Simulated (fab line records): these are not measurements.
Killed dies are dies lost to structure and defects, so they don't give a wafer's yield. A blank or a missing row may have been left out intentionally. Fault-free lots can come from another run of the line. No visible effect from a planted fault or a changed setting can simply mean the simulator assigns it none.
A struck lot beside a sound one / flow n5Finfet / 15 steps out of a route of 1938
Sound: these wafers, L507.1, L507.4, L507.5. Struck: wafer L517.4 (left out: L517.2, L517.3 of the same lot, which were not struck); the cause appears at the end.
Order at every step that has rows: each side's tool, ch and its chambers, its first start. Under that, the readings that differ: sound wafers / struck wafers / difference of the means / sigmas: that difference in standard deviations of wafers without a fault.
alike: same words and numbers on both sides, and readings whose means sit less than 2 such deviations apart. not compared: any withheld reading, any reading some wafer has no value for, any bound like >300 that may hide the same value, and any number with overlapping values for which the record gives no deviation.
Wherever a step has rows on one side only, a row that says differs or no value, or a row with sigmas, the two part there. When numbers do not overlap yet have no deviation, they are printed without sigmas and do not part them. A reading that every wafer of one side lacks parts them only if that side has two wafers or more.

N5_BEOL_M1_SPUTTER_90: material Cu, target thk 4.5 nm, time 8.29 s.
  sound: pvdSputter-02 at day 8 15:56; struck: pvdSputter-02 at day 10 19:40
  alike: chamberPressurePa, chuckSensorTempC, throttleValvePct
N5_BEOL_M1_ANNEAL_91: time 240 s.
  sound: pvdSputter-02 at day 8 16:01; struck: pvdSputter-02 at day 10 19:45
  alike: heaterPowerW
N5_BEOL_M1_SPUTTER_92: material Cu, target thk 4.5 nm, time 8.29 s.
  sound: pvdSputter-02 at day 8 16:10; struck: pvdSputter-02 at day 10 19:53
  alike: chamberPressurePa, chuckSensorTempC, throttleValvePct
then, 5 steps without rows for these wafers: N5_BEOL_M1_ANNEAL_93 (time 240 s); N5_BEOL_M1_SPUTTER_94 (material Cu, target thk 4.5 nm, time 8.29 s); N5_BEOL_M1_ANNEAL_95 (time 240 s); N5_BEOL_M1_SPUTTER_96 (material Cu, target thk 4.5 nm, time 8.29 s); N5_BEOL_M1_ECD_50 (material Cu, target thk 300 nm).
N5_BEOL_M1_ANNEAL_51: time 90 s.
  sound on rtpAnneal-01 ch 0, day 8 16:48; struck on rtpAnneal-01 ch 0, day 10 20:34
  alike: wafer_temp_C_max
then, 1 step without rows for these wafers: N5_BEOL_M1_CMP_52 (polishes, stops on SiOC, t overpolish 6.8 s, target thk 40 nm).
N5_BEOL_M1_THK_MEAS_53: measures by xrf.
  sound: filmMetro-01 at day 8 17:41; struck: filmMetro-01 at day 10 21:07
  alike: M1_THK
N5_BEOL_M1_PRE_CLEAN_60: time 15 s.
  sound on cvdCo-01 ch 0,1,2, day 8 17:43; struck on cvdCo-02 ch 2, day 10 21:09
  alike: heaterPowerW
N5_BEOL_M1_CO_CAP_55: material Co, precursor CCTBA/H2, target thk 2 nm, time 102.1 s.
  sound on cvdCo-01 ch 0,1,2, day 8 17:46; struck on cvdCo-02 ch 2, day 10 21:11
reading=runLengthS (s); sound=125.1 124.9 124.7; struck=75.2; difference=-49.7; sigmas=-99 or more
reading=model.Co_of_BEOL_M1_CO_CAP_55.thkNm (nm); sound=2 2.2 2; struck=1.2; difference=-0.9; sigmas=
  alike: heaterPowerW
then, 1 step without rows for these wafers: N5_BEOL_M1_PRE_CLEAN_56 (time 15 s).
-- the record jumps here: 3 days lie between the struck wafers' starts before and after (it left off in module BEOL_M1 and takes up again in module BEOL_M4, whose first step shown is number 1111 of the route) --
N5_BEOL_M4_RC_MEAS_101:
  sound on prober-01 ch 0, day 10 17:26; struck on prober-01 ch 0, day 13 11:36
reading=DIBL_P (mV/V); sound=38.0 39.8 38.7; struck=35.5; difference=-3.3; sigmas=-2
reading=ION_P (uA/um); sound=467 476 463; struck=454; difference=-15; sigmas=-2
reading=SS_P (mV/dec); sound=73.5 74.6 73.2; struck=72.6; difference=-1.2; sigmas=-2
reading=VT_N (mV); sound=245.9 245.5 248.7; struck=251.5; difference=+4.8; sigmas=+2
  alike: DIBL_N, IOFF_N, IOFF_P, ION_N, SS_N, VT_P

## WHERE THEY PART
First at N5_BEOL_M1_CO_CAP_55; last, within this record, at N5_BEOL_M4_RC_MEAS_101.

WHY: what the simulator had put in
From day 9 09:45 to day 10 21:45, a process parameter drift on cvdCo-02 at N5_BEOL_M1_CO_CAP_55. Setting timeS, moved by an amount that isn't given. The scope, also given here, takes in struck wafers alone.
